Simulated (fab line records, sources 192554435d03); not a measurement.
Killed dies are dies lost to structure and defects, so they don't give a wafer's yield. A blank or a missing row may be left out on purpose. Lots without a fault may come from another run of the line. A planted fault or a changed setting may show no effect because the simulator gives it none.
Tool commonality check | flow n5_finfet | 9 lots, 27 wafers sampled

WHY IT WAS OPENED
At N5_BEOL_M2_OVL_MEAS_29 the reading V1_OVL is flagged on 3 of 9 lots. Wafers without a fault read -0.2 nm, standard deviation 0.57.
Rule: a lot is flagged when every wafer of it that has a number lies more than 4 standard deviations from that mean, or none has a number. The other lots count as sound.

lot  | measured     | on         | V1_OVL (nm), wafer by wafer | flag
L177 | day 7 12:13  | overlay-02 | -0.1 -0.9 -0.2              |
L186 | day 8 23:49  | overlay-02 | 0.8 0.9 0.9                 |
L190 | day 10 04:53 | overlay-01 | -0.6 -1.0 0.0               |
L192 | day 10 11:23 | overlay-02 | 8.3 8.4 8.9                 | FLAGGED
L193 | day 10 21:10 | overlay-02 | 8.2 8.0 8.1                 | FLAGGED
L194 | day 11 02:35 | overlay-01 | 8.2 7.8 7.8                 | FLAGGED
L197 | day 11 16:54 | overlay-02 | -0.2 0.7 -0.8               |
L196 | day 11 17:02 | overlay-02 | 0.1 -0.9 -0.6               |
L198 | day 12 01:07 | overlay-02 | 0.2 0.0 0.6                 |
The numbers of the flagged lots are 8.2 nm on average: +8.4 nm against the usual, or +15 standard deviations.

WHICH TOOL RAN EACH LOT
The record holds 1 process step before the reading, out of a route of 1938 steps. In each cell: the tool, then ch and the chambers that the sampled wafers went through, then the start.
lot  | flag    | N5_BEOL_M2_EXPOSE_25
L177 |         | euv_scanner-01 ch 0, day 7 12:03
L186 |         | euv_scanner-02 ch 0, day 8 23:38
L190 |         | euv_scanner-02 ch 0, day 10 04:43
L192 | FLAGGED | euv_scanner-02 ch 0, day 10 11:12
L193 | FLAGGED | euv_scanner-02 ch 0, day 10 20:59
L194 | FLAGGED | euv_scanner-02 ch 0, day 11 02:25
L197 |         | euv_scanner-01 ch 0, day 11 16:44
L196 |         | euv_scanner-01 ch 0, day 11 16:52
L198 |         | euv_scanner-01 ch 0, day 12 00:57
What these steps do:
- N5_BEOL_M2_EXPOSE_25: exposes mask V1, defocus 5 nm.
- N5_BEOL_M2_OVL_MEAS_29

FLAGGED OVER TOTAL, TOOL BY TOOL (the gauges that took the reading come last)
step                   | tool           | lots run | flagged | share of the flagged lots | sound lots run after its first flagged lot
N5_BEOL_M2_EXPOSE_25   | euv_scanner-01 | 4        | 0       | none                      | -
N5_BEOL_M2_EXPOSE_25   | euv_scanner-02 | 5        | 3       | all                       | 0
N5_BEOL_M2_OVL_MEAS_29 | overlay-01     | 2        | 1       | some                      | 0
N5_BEOL_M2_OVL_MEAS_29 | overlay-02     | 7        | 2       | some                      | 3 (L197,L196,L198)

WHAT THE TABLE ALLOWS
1 row of the table ran every flagged lot: euv_scanner-02 at N5_BEOL_M2_EXPOSE_25.
- euv_scanner-02 at N5_BEOL_M2_EXPOSE_25: 3 of its 5 lots flagged. Its last sound lot is L190 (day 10 04:43), its first flagged lot L192 (day 10 11:12): a fault that began between those two fits.
One tool is left: euv_scanner-02 at N5_BEOL_M2_EXPOSE_25.

WHAT THE SIMULATOR HAD PUT IN
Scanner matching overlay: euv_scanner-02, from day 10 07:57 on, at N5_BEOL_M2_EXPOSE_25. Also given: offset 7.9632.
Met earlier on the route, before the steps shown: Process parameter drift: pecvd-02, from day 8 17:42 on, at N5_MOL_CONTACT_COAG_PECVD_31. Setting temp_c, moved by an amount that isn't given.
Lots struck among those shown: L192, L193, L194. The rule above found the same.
